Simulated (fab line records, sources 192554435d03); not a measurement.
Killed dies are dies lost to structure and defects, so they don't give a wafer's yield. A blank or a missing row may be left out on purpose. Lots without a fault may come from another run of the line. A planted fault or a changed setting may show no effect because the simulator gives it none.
Split-lot experiment | flow n5_finfet | 7 lots, 21 wafers read, on a route of 1938 steps

THE SPLIT
At N5_BEOL_M8_ILD_DEP_00 (deposits SiCOH lowk from DEMS/porogen, target thk 179.75 nm, time 33.4 s), the setting time_s was moved away from the recipe's 33.4 s on 9 of the 21 wafers read, by -13.7% to +9.5%. The other wafers ran this setting at the recipe's value.

FROM THE SPLIT TO THE READING: what the file shows between them, 1 step
- N5_BEOL_M8_CURE_74: cures SiCOH lowk, time 240 s

THE READING
M8_ILD_THK, in nm, at N5_BEOL_M8_THK_MEAS_01. Fault-free wafers of this fab line usually give 155.3 nm, standard deviation 1.8 nm.

wafer  | tool, chamber at the split | time_s as run, s | against the recipe | M8_ILD_THK, nm | against lot-mates on the recipe
L074.3 | pecvd-03, 1                | 28.82            | -13.7%             | 133.9          | -23.6
L074.5 | pecvd-03, 0                | 28.82            | -13.7%             | 137.8          | -19.7
L074.6 | pecvd-03, 2                | 33.4             | recipe             | 157.5          | -
L078.2 | pecvd-01, 1                | 33.4             | recipe             | 154.6          | -
L078.5 | pecvd-01, 0                | 33.4             | recipe             | 156.6          | -
L078.6 | pecvd-01, 1                | 33.4             | recipe             | 157.5          | -
L079.1 | pecvd-01, 1                | 33.4             | recipe             | 151.8          | -
L079.2 | pecvd-01, 2,0              | 33.4             | recipe             | 153.4          | -
L079.3 | pecvd-01, 2,0              | 33.4             | recipe             | 153.3          | -
L085.1 | pecvd-04, 0                | 33.4             | recipe             | 152.8          | -
L085.3 | pecvd-04, 2                | 36.56            | +9.5%              | 167.0          | +14.2
L085.6 | pecvd-04, 2                | 36.56            | +9.5%              | 169.8          | +17.0
L096.2 | pecvd-04, 0                | 33.4             | recipe             | 153.4          | -
L096.3 | pecvd-04, 2                | 33.4             | recipe             | 154.7          | -
L096.6 | pecvd-04, 1                | 29.75            | -10.9%             | 139.6          | -14.5
L097.2 | pecvd-01, 1                | 33.4             | recipe             | 153.3          | -
L097.3 | pecvd-01, 2                | 31.36            | -6.1%              | 143.5          | -9.8
L097.4 | pecvd-01, 0                | 31.36            | -6.1%              | 147.7          | -5.6
L094.4 | pecvd-04, 2                | 33.4             | recipe             | 157.7          | -
L094.5 | pecvd-04, 1                | 29.02            | -13.1%             | 137.9          | -19.8
L094.6 | pecvd-04, 0                | 29.02            | -13.1%             | 134.4          | -23.3
Where a row lists several chambers, the file gives one row for several wafers and doesn't say which wafer went through which chamber.

THE FIT
A straight line over all 21 wafers: M8_ILD_THK changes by +1.41 nm for each +1% of time_s; r = +0.98; the points scatter about the line by 2 nm.
The same after taking each lot's own level away (the mean of its wafers on the recipe; 21 wafers): +1.58 nm for each +1%; r = +0.99; scatter 1.6 nm.
On that fit, the largest move of time_s shifts the reading by 22 nm.
The lots' own levels span 152.80 to 157.70 nm, that is 2.7 times the standard deviation above.
So the lot-to-lot level changes the slope: the two fits differ.
Check: with one of the wafers moved furthest among these (-13.7%) left out of the fit, the line predicts -20.8 nm for it against its lot-mates. It came out at -23.6 nm against them.

OTHER SPLITS ON THESE WAFERS
These wafers also went through other splits before the reading. Each is held against what the fit with the lots' levels taken away leaves over:
other split on the same wafers   | wafers away from the commonest value | r with M8_ILD_THK (lot level and that fit taken away)
N5_BEOL_M5_VIA_ETCH_34 bias_w    | 6                                    | -0.12
N5_BEOL_M5_TRENCH_ETCH_37 time_s | 9                                    | +0.03
N5_BEOL_M6_DESCUM_33 time_s      | 11                                   | -0.31
N5_BEOL_M7_DESCUM_33 time_s      | 5                                    | +0.12

THE WHOLE CHAIN: every reading that the file lists as answering this split, in the file's order
step                   | what it does                                                             | reading                                                                                  | change (the file's fit)              | r (the file's)
N5_BEOL_M8_ILD_DEP_00  | deposits SiCOH lowk from DEMS/porogen, target thk 179.75 nm, time 33.4 s | SiCOH_lowk_of_BEOL_M8_ILD_DEP_00.thk_nm (the simulator's own value, which no gauge read) | +1.77 nm for each +1% of the setting | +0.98
N5_BEOL_M8_CURE_74     | cures SiCOH lowk, time 240 s                                             | SiCOH_lowk_of_BEOL_M8_ILD_DEP_00.thk_nm (the simulator's own value, which no gauge read) | +1.54 nm for each +1% of the setting | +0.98
N5_BEOL_M8_THK_MEAS_01 |                                                                          | M8_ILD_THK                                                                               | +1.54 for each +1% of the setting    | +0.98

THE FILE'S OWN FIT
M8_ILD_THK changes by +1.54 nm for each +1% of time_s, r = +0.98.
